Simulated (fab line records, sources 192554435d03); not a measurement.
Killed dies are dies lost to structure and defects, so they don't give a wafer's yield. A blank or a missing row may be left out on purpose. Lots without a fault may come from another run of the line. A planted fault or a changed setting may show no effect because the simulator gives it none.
Split-lot experiment | flow n5_finfet | 7 lots, 21 wafers read, on a route of 1938 steps

THE SPLIT
At N5_BEOL_M2_ILD_DEP_00 (deposits SiOC from DEMS/O2, target thk 79 nm, time 15.3 s), the setting time_s was moved away from the recipe's 15.3 s on 2 of the 21 wafers read, by +7.8% to +9.3%. The other wafers ran this setting at the recipe's value.

The file shows no step between the split and the reading.

THE READING
M2_ILD_THK, in nm, at N5_BEOL_M2_THK_MEAS_01. Fault-free wafers of this fab line usually give 79.1 nm, standard deviation 1.1 nm.

wafer  | tool, chamber at the split | time_s as run, s | against the recipe | M2_ILD_THK, nm | against lot-mates on the recipe
L075.1 | pecvd-03, 0                | 15.3             | recipe             | 79.3           | -
L075.2 | pecvd-03, 1                | 15.3             | recipe             | 77.6           | -
L075.4 | pecvd-03, 1                | 15.3             | recipe             | 78.1           | -
L081.2 | pecvd-03, 2                | 15.3             | recipe             | 78.3           | -
L081.4 | pecvd-03, 2                | 15.3             | recipe             | 79.8           | -
L081.6 | pecvd-03, 1                | 15.3             | recipe             | 77.6           | -
L084.1 | pecvd-04, 1                | 15.3             | recipe             | 78.9           | -
L084.5 | pecvd-04, 2                | 15.3             | recipe             | 79.6           | -
L084.6 | pecvd-04, 0                | 15.3             | recipe             | 79.9           | -
L086.1 | pecvd-03, 1                | 15.3             | recipe             | 77.3           | -
L086.4 | pecvd-03, 0                | 15.3             | recipe             | 78.7           | -
L086.5 | pecvd-03, 1                | 15.3             | recipe             | 78.3           | -
L090.1 | pecvd-03, 1                | 15.3             | recipe             | 77.2           | -
L090.2 | pecvd-03, 0                | 15.3             | recipe             | 77.6           | -
L090.4 | pecvd-03, 1                | 15.3             | recipe             | 78.5           | -
L095.1 | pecvd-01, 0                | 15.3             | recipe             | 79.1           | -
L095.2 | pecvd-01, 2                | 15.3             | recipe             | 78.7           | -
L095.3 | pecvd-01, 1                | 16.73            | +9.3%              | 85.6           | +6.7
L096.1 | pecvd-01, 1                | 15.3             | recipe             | 76.9           | -
L096.2 | pecvd-01, 0                | 15.3             | recipe             | 79.8           | -
L096.6 | pecvd-01, 2                | 16.49            | +7.8%              | 85.3           | +7.0

THE FIT
A straight line over all 21 wafers: M2_ILD_THK changes by +0.808 nm for each +1% of time_s; r = +0.92; the points scatter about the line by 0.94 nm.
The same after taking each lot's own level away (the mean of its wafers on the recipe; 21 wafers): +0.788 nm for each +1%; r = +0.94; scatter 0.79 nm.
On that fit, the largest move of time_s shifts the reading by 7.4 nm.
The lots' own levels span 77.77 to 79.47 nm, that is 1.5 times the standard deviation above.
So the lot-to-lot level changes the slope little: the two slopes agree.
Check: with one of the wafers moved furthest among these (+9.3%) left out of the fit, the line predicts +8.35 nm for it against its lot-mates. It came out at +6.7 nm against them.

OTHER SPLITS ON THESE WAFERS
These wafers also went through other splits before the reading. Each is held against what the fit with the lots' levels taken away leaves over:
other split on the same wafers | wafers away from the commonest value | r with M2_ILD_THK (lot level and that fit taken away)
N5_BEOL_M1_ETCH_64 bias_w      | 7                                    | -0.02

THE WHOLE CHAIN: every reading that the file lists as answering this split, in the file's order
step                   | what it does                                              | reading                                                                            | change (the file's fit)               | r (the file's)
N5_BEOL_M2_ILD_DEP_00  | deposits SiOC from DEMS/O2, target thk 79 nm, time 15.3 s | SiOC_of_BEOL_M2_ILD_DEP_00.thk_nm (the simulator's own value, which no gauge read) | +0.792 nm for each +1% of the setting | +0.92
N5_BEOL_M2_THK_MEAS_01 |                                                           | M2_ILD_THK                                                                         | +0.789 for each +1% of the setting    | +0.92

THE FILE'S OWN FIT
M2_ILD_THK changes by +0.789 nm for each +1% of time_s, r = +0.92.
